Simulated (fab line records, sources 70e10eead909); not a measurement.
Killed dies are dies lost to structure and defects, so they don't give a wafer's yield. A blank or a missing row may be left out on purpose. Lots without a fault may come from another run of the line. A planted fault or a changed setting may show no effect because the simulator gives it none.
Problem report in the 8D (eight disciplines) form, filled by code | flow nand_harc | the parts of the form that need people (team, actions taken, sign-off) are left out

1. THE PROBLEM
killed_at_array at NHARC_END_SORT_01 reads a mean of 634 on 2 wafers of 1 lot; wafers without a fault read 62 with a standard deviation of 22. That is +26 standard deviations from the usual mean.
First seen on wafer L602.1, day 30 10:26, on prober-01. The record holds 32 wafers of 11 lots with a number at this step. Rule for "out", or "out of limits": more than 4 standard deviations from the usual mean. The other wafers with a number count as sound.

2. WHAT IT IS AND WHAT IT IS NOT
question                    | is                           | is not
which readings at this step | killed_at_array, killed_dies | killed_at_other, killed_at_periphery, killed_open, killed_short
which lots                  | L602                         | L591, L592, L593, L594, L595, L596, L608, L609, L610, L611
which wafers of those lots  | all that have a number       | -
read on which gauges        | prober-01                    | prober-02
when                        | from day 30 10:26            | up to then (18 sound wafers); but 12 sound wafers of L608, L609, L610, L611 came after

3. SUSPECTS, AND WHAT RULES EACH OUT
Counting: a tool at a process step up to the reading stays a suspect if it ran every lot that is out and no sound lot after the first of them.
- the gauge at NHARC_END_SORT_01: ruled out. All the wafers that are out were read on prober-01, but those of them that NHARC_A_STAIRCASE_ETCH_17 has rows for are out there too, on other tools.
- rie_diel-01 at NHARC_A_STAIRCASE_ETCH_170 (etches the open film in C4F6/O2, target depth 200 nm, time 66.667 s): ruled out as a lasting fault. Sound lots L608, L609, L610 ran on it after its first lot that is out, L602 (day 21 12:19). NHARC_A_STAIRCASE_ETCH_170 gives no start for some lots, so the hours and the order of its lots are those of NHARC_A_STAIRCASE_ETCH_17.
- rie_diel-01 at NHARC_A_STAIRCASE_TRIM_14 (chemistry O2, time 211.2 s): ruled out as a lasting fault. Sound lots L609 ran on it after its first lot that is out, L602 (day 21 12:19). NHARC_A_STAIRCASE_TRIM_14 gives no start for some lots, so the hours and the order of its lots are those of NHARC_A_STAIRCASE_ETCH_17.
- rie_diel-01 at NHARC_A_STAIRCASE_ETCH_17 (etches the open film in C4F8/O2, target depth 100 nm, time 40.5 s): ruled out as a lasting fault. Sound lots L609 ran on it after its first lot that is out, L602 (day 21 12:19).
- rie_diel-01 at NHARC_A_STAIRCASE_TRIM_18 (chemistry O2, time 211.2 s): ruled out as a lasting fault. Sound lots L609 ran on it after its first lot that is out, L602 (day 30 10:26). NHARC_A_STAIRCASE_TRIM_18 gives no start for some lots, so the hours and the order of its lots are those of NHARC_END_SORT_01.
Left after counting: nothing in the record.

4. THE CAUSE (what the simulator had put in)
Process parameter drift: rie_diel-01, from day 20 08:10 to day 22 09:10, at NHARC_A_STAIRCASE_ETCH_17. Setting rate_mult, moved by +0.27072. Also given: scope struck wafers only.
Counting ruled it out, wrongly: the rule takes a fault to strike every lot that its tool runs from its start on, and this one did not.

5. THE CHAIN OF EFFECTS, in route order
Each row: a reading whose mean over the struck wafers that have a number lies more than 3 standard deviations from the usual. Only readings for which the record gives a usual standard deviation are gone through. hours: the time from each lot's start at the first step in this table that gives one to its start at this step, as a median over the lots. sigmas: the change in usual standard deviations.
hours | step                      | reading         | usual      | on struck wafers | change | sigmas
0     | NHARC_A_STAIRCASE_ETCH_17 | oes_product_au  | 0.943 a.u. | 1.091            | +0.148 | +11
214   | NHARC_END_SORT_01         | killed_at_array | 62         | 634              | +572   | +26
214   | NHARC_END_SORT_01         | killed_dies     | 67         | 636              | +570   | +25
The process steps in it:
- NHARC_A_STAIRCASE_ETCH_17: etches the open film in C4F8/O2, target depth 100 nm, time 40.5 s.

6. WHAT WOULD HAVE CAUGHT IT SOONER
In this record the first reading out of limits at a measuring or inspecting step was taken at day 30 10:26, 242 hours after the fault began at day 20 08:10.
The tool's own readings at NHARC_A_STAIRCASE_ETCH_17 were out on every struck wafer that the step has a row for (oes_product_au): an alarm limit on them would have fired on the first of those.
